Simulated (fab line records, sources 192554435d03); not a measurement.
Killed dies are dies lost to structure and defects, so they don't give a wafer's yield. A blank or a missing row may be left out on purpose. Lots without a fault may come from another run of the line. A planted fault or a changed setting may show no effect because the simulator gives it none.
Which tool did it? | flow n5_finfet | 9 lots, 27 wafers sampled, at 5 steps of a route of 1938

WHAT THE GAUGES READ, wafer by wafer
N5_SDB_CD_MEAS_11: target cd 50 nm.
lot  | measured    | on        | cd_nm (nm)
L234 | day 3 18:17 | cd_sem-03 | 52.0 51.4 51.9
L235 | day 3 23:22 | cd_sem-01 | 51.9 52.1 52.3
L236 | day 4 05:46 | cd_sem-02 | 51.4 52.2 50.8
L240 | day 5 10:55 | cd_sem-01 | 50.0 51.9 52.2
L242 | day 5 21:26 | cd_sem-02 | 51.7 51.8 53.0
L252 | day 8 04:23 | cd_sem-03 | 51.5 50.5 50.0
L253 | day 8 11:26 | cd_sem-02 | 50.2 50.3 52.3
L255 | day 9 01:05 | cd_sem-01 | 51.4 51.3 51.0
L257 | day 9 14:35 | cd_sem-03 | 49.2 48.6 50.3

N5_HKMG_FIN_OVL_MEAS_13.
lot  | measured    | on         | NWFM_OVL (nm)
L234 | day 4 03:52 | overlay-02 | -0.6 -0.5 -0.2
L235 | day 4 08:37 | overlay-01 | -1.3 -0.5 -1.0
L236 | day 4 16:05 | overlay-01 | -0.3 -0.2 -1.0
L240 | day 5 20:07 | overlay-02 | -0.1 -0.4 -0.2
L242 | day 6 06:55 | overlay-02 | -1.4 -0.6 -1.0
L252 | day 8 13:44 | overlay-02 | 0.6 -0.3 0.0
L253 | day 8 22:23 | overlay-01 | 0.4 0.3 0.3
L255 | day 9 10:50 | overlay-02 | 0.1 0.3 0.6
L257 | day 9 23:31 | overlay-02 | -1.1 -0.5 -1.2

N5_BEOL_M4_RC_MEAS_101.
lot  | measured     | on        | DIBL_N (mV/V)  | DIBL_P (mV/V)  | EOT_P             | IGATE_P (nA/um)      | IOFF_N (nA/um)    | IOFF_N_85C (nA/um) | IOFF_N_LIN (nA/um) | IOFF_N_LONG (nA/um)     | IOFF_P (nA/um) | IOFF_P_85C (nA/um) | IOFF_P_LIN (nA/um) | IOFF_P_LONG (nA/um)        | ION_N (uA/um) | ION_P (uA/um) | SS_N (mV/dec)  | SS_P (mV/dec)  | VT_N (mV)   | VT_N_LONG (mV)    | VT_N_LVT (mV) | VT_P (mV)      | VT_P_LONG (mV) | VT_P_LVT (mV)
L234 | day 8 01:25  | prober-02 | 37.3 33.5 37.9 | 39.2 33.7 38.8 | 10.40 10.28 10.54 | 0.0040 0.0044 0.0036 | 0.188 0.117 0.207 | 3.7 2.5 4.0        | 0.089 0.060 0.096  | 5.7e-05 5.6e-05 5.7e-05 | 0.26 0.17 0.27 | 4.5 3.2 4.6        | 0.122 0.092 0.126  | 0.000119 0.000105 0.000111 | 684 662 700   | 476 463 476   | 70.9 71.1 71.1 | 74.0 72.5 74.2 | 245 256 243 | 270.5 271.6 273.9 | 97 104 94     | -248 -251 -245 | -275 -274 -273 | -97 -102 -96
L235 | day 8 09:25  | prober-02 | 35.3 37.4 35.5 | 36.1 37.9 35.7 | 10.55 10.53 10.43 | 0.0037 0.0037 0.0044 | 0.139 0.165 0.137 | 2.8 3.2 2.7        | 0.066 0.074 0.064  | 5.1e-05 5.2e-05 5.2e-05 | 0.18 0.20 0.18 | 3.2 3.5 3.2        | 0.089 0.096 0.089  | 9.8e-05 9.9e-05 0.000101   | 670 675 673   | 453 460 456   | 71.1 71.7 71.6 | 73.2 73.4 72.4 | 252 250 253 | 276.7 276.6 276.6 | 101 100 102   | -255 -250 -252 | -276 -279 -276 | -101 -100 -101
L236 | day 8 23:57  | prober-01 | 36.7 37.7 35.7 | 38.9 40.2 37.7 | 10.55 10.58 10.42 | 0.0034 0.0030 0.0036 | 0.176 0.201 0.146 | 3.4 3.9 2.9        | 0.081 0.089 0.068  | 5.7e-05 5.7e-05 5.7e-05 | 0.28 0.32 0.26 | 4.6 5.2 4.3        | 0.128 0.143 0.121  | 0.000127 0.000136 0.000124 | 693 682 673   | 472 477 470   | 71.4 72.1 71.0 | 74.1 74.1 73.2 | 250 246 252 | 272.7 276.1 272.1 | 100 98 104    | -243 -240 -244 | -268 -270 -270 | -98 -94 -97
L240 | day 9 15:37  | prober-02 | 37.0 35.1 35.5 | 39.7 36.6 37.5 | 10.85 10.86 10.84 | 0.0007 0.0007 0.0007 | 0.001 0.001 0.001 | 0.0 0.0 0.0        | 0.000 0.000 0.000  | 2.4e-05 2.5e-05 2.4e-05 | 2.56 2.07 2.16 | 29.7 24.9 26.3     | 1.147 0.996 1.023  | 0.000466 0.000477 0.000475 | 367 362 356   | 556 552 551   | 71.3 71.2 71.8 | 73.8 73.3 72.9 | 395 395 399 | 420.9 424.1 417.6 | 243 246 246   | -183 -188 -186 | -228 -228 -228 | -33 -36 -35
L242 | day 9 19:12  | prober-02 | 33.2 36.3 34.9 | 33.7 36.1 34.3 | 10.82 10.93 10.77 | 0.0008 0.0007 0.0009 | 0.002 0.002 0.002 | 0.1 0.1 0.1        | 0.001 0.001 0.001  | 2.1e-05 2.2e-05 2.2e-05 | 1.05 1.25 1.11 | 13.9 16.3 14.6     | 0.532 0.600 0.557  | 0.000343 0.000336 0.000337 | 414 416 407   | 528 523 517   | 70.9 71.6 71.0 | 72.7 73.3 73.8 | 374 372 371 | 392.3 390.4 389.6 | 218 216 220   | -203 -199 -201 | -236 -237 -237 | -50 -49 -50
L252 | day 12 10:37 | prober-02 | 35.1 35.8 32.7 | 34.1 34.5 30.9 | 10.49 10.71 10.40 | 0.0033 0.0027 0.0042 | 0.127 0.131 0.093 | 2.6 2.7 2.0        | 0.061 0.063 0.049  | 5.4e-05 5.3e-05 5.4e-05 | 0.16 0.16 0.12 | 2.9 3.0 2.4        | 0.077 0.081 0.065  | 0.000101 9.9e-05 0.000102  | 657 661 662   | 454 452 448   | 71.6 71.3 70.3 | 72.5 72.6 71.9 | 253 254 259 | 274.1 276.9 275.2 | 101 101 105   | -257 -257 -255 | -280 -280 -278 | -103 -103 -106
L253 | day 13 01:37 | prober-01 | 36.5 37.5 34.7 | 36.6 37.0 35.0 | 10.38 10.46 10.50 | 0.0040 0.0042 0.0038 | 0.159 0.174 0.136 | 3.0 3.3 2.7        | 0.073 0.080 0.066  | 5.2e-05 5.2e-05 5.2e-05 | 0.20 0.21 0.18 | 3.5 3.7 3.2        | 0.097 0.101 0.089  | 9.8e-05 9.5e-05 9.5e-05    | 669 680 661   | 459 464 460   | 71.4 72.2 70.6 | 73.7 73.4 72.9 | 253 250 253 | 277.3 275.9 277.0 | 99 98 102     | -251 -249 -254 | -281 -281 -277 | -102 -103 -104
L255 | day 13 14:24 | prober-02 | 37.5 38.3 38.3 | 38.2 39.0 38.8 | 10.49 10.39 10.54 | 0.0033 0.0045 0.0038 | 0.156 0.157 0.167 | 3.0 3.0 3.2        | 0.071 0.073 0.077  | 5.1e-05 4.9e-05 5e-05   | 0.21 0.24 0.22 | 3.6 4.1 3.9        | 0.097 0.109 0.102  | 0.000101 0.000102 9.9e-05  | 668 672 674   | 458 469 458   | 71.6 71.8 71.5 | 73.6 74.3 73.8 | 251 252 248 | 276.8 279.5 278.2 | 101 102 99    | -251 -250 -249 | -279 -276 -276 | -100 -98 -101
L257 | day 13 18:08 | prober-01 | 38.3 34.6 35.0 | 36.3 32.5 33.8 | 10.48 10.37 10.45 | 0.0036 0.0037 0.0035 | 0.182 0.124 0.136 | 3.6 2.6 2.8        | 0.081 0.062 0.067  | 5.4e-05 5.4e-05 5.4e-05 | 0.21 0.17 0.18 | 3.6 2.9 3.2        | 0.096 0.082 0.088  | 9.3e-05 9.1e-05 9.1e-05    | 675 668 665   | 454 456 461   | 71.5 71.3 71.1 | 73.9 72.6 73.1 | 248 254 249 | 275.4 274.5 274.4 | 97 100 99     | -251 -253 -253 | -280 -278 -275 | -101 -103 -102

WHICH TOOL RAN EACH LOT (tool, then ch and the chambers of the sampled wafers, then the start)
lot  | N5_SDB_DESCUM_16                  | N5_HKMG_FIN_CVD_62
L234 | rie_diel-01 ch 0,1,3, day 3 18:33 | thermal_cvd_si-01 ch 0,1,2, day 4 02:17
L235 | rie_diel-06 ch 0,2,3, day 3 23:27 | thermal_cvd_si-02 ch 0,1, day 4 06:41
L236 | rie_diel-01 ch 0,1,2, day 4 06:43 | thermal_cvd_si-01 ch 0,1, day 4 14:37
L240 | rie_diel-05 ch 1,3, day 5 11:04   | thermal_cvd_si-02 ch 0,1,2, day 5 18:19
L242 | rie_diel-01 ch 0,2, day 5 21:59   | thermal_cvd_si-02 ch 0,1, day 6 05:20
L252 | rie_diel-06 ch 0,1,3, day 8 04:29 | thermal_cvd_si-01 ch 1,2, day 8 12:05
L253 | rie_diel-06 ch 0,3, day 8 11:31   | thermal_cvd_si-02 ch 0,2, day 8 20:47
L255 | rie_diel-05 ch 0,2,3, day 9 01:10 | thermal_cvd_si-02 ch 0,2, day 9 09:15
L257 | rie_diel-05 ch 0,1,2, day 9 14:41 | thermal_cvd_si-02 ch 0,1, day 9 21:55
- N5_SDB_DESCUM_16: chemistry O2, time 7.9 s.
- N5_HKMG_FIN_CVD_62: deposits a-Si from Si2H6, target thk 3 nm, time 20.8 s.

WHAT THE TOOLS THEMSELVES READ (means of the sampled wafers that have a number; where no wafer has one, the mark that the record gives instead)
N5_SDB_DESCUM_16.
lot  | tool        | drypump_motor_current_A (A) | oes_product_au (a.u.) | rf_vpp_V (V) | showerhead_plenum_p_Torr (Torr) | throttle_valve_pct (%)
L234 | rie_diel-01 | 5.4                         | 0.77                  | 243.0        | 2.10                            | 20.65
L235 | rie_diel-06 | 5.8                         | 0.80                  | 243.1        | 2.12                            | 20.58
L236 | rie_diel-01 | 5.7                         | 0.78                  | 243.3        | 2.10                            | 20.54
L240 | rie_diel-05 | 5.7                         | 0.87                  | 244.4        | 2.21                            | 20.14
L242 | rie_diel-01 | 5.5                         | 0.84                  | 243.1        | 2.09                            | 20.47
L252 | rie_diel-06 | 5.3                         | 0.78                  | 243.4        | 2.08                            | 20.51
L253 | rie_diel-06 | 5.5                         | 0.78                  | 242.7        | 2.09                            | 20.66
L255 | rie_diel-05 | 5.8                         | 0.74                  | 243.7        | 2.14                            | 20.33
L257 | rie_diel-05 | 5.8                         | 0.71                  | 243.2        | 2.13                            | 20.51

N5_HKMG_FIN_CVD_62.
lot  | tool              | chamber_pressure_Torr (Torr) | heater_power_w (W) | susceptor_temp_C (C)
L234 | thermal_cvd_si-01 | 0.9998                       | 1480               | 499.94
L235 | thermal_cvd_si-02 | 0.9998                       | 1187               | 499.93
L236 | thermal_cvd_si-01 | 1.0007                       | 1551               | 500.15
L240 | thermal_cvd_si-02 | 0.9991                       | 1427               | 514.49
L242 | thermal_cvd_si-02 | 0.9993                       | 1320               | 514.20
L252 | thermal_cvd_si-01 | 1.0001                       | 1517               | 500.04
L253 | thermal_cvd_si-02 | 1.0007                       | 1286               | 500.22
L255 | thermal_cvd_si-02 | 0.9982                       | 1284               | 500.05
L257 | thermal_cvd_si-02 | 1.0013                       | 1178               | 499.99

THE ANSWER, worked out from the rows above alone
Rule: what is usual is taken from the lots themselves. Put in order of their means at a reading, lots are off if they are a third of the lots or fewer, leave a main group of 4 or more, and stand apart from it by a gap of 3 or more times the standard deviation of the main group's means; of several such gaps the widest counts. A main group whose means are all the same, to the digits that the tables above print for the reading, isn't used. A lot without any number at a reading at which 4 lots or more have one is off too. The other lots that the step has rows for count as sound. The gauges are gone through in route order, then the tools' own readings, and for those a lot's mean is taken as printed above. The first step at which some lot is off is used, and at that step the reading that is off furthest; a lot without a number counts as furthest.
Off: L240, L242, at N5_BEOL_M4_RC_MEAS_101 (VT_N_LVT). The main group: mean 100 mV, standard deviation 1.3.
A tool fits if, at a process step before that reading, it ran every lot that is off, and no sound lot after the first of them. The gauges at N5_BEOL_M4_RC_MEAS_101 aren't tried: what is off there is off at N5_HKMG_FIN_CVD_62 too, on other tools, and a gauge's error can't cause that. None of those tried fits.

WHAT THE SIMULATOR HAD PUT IN
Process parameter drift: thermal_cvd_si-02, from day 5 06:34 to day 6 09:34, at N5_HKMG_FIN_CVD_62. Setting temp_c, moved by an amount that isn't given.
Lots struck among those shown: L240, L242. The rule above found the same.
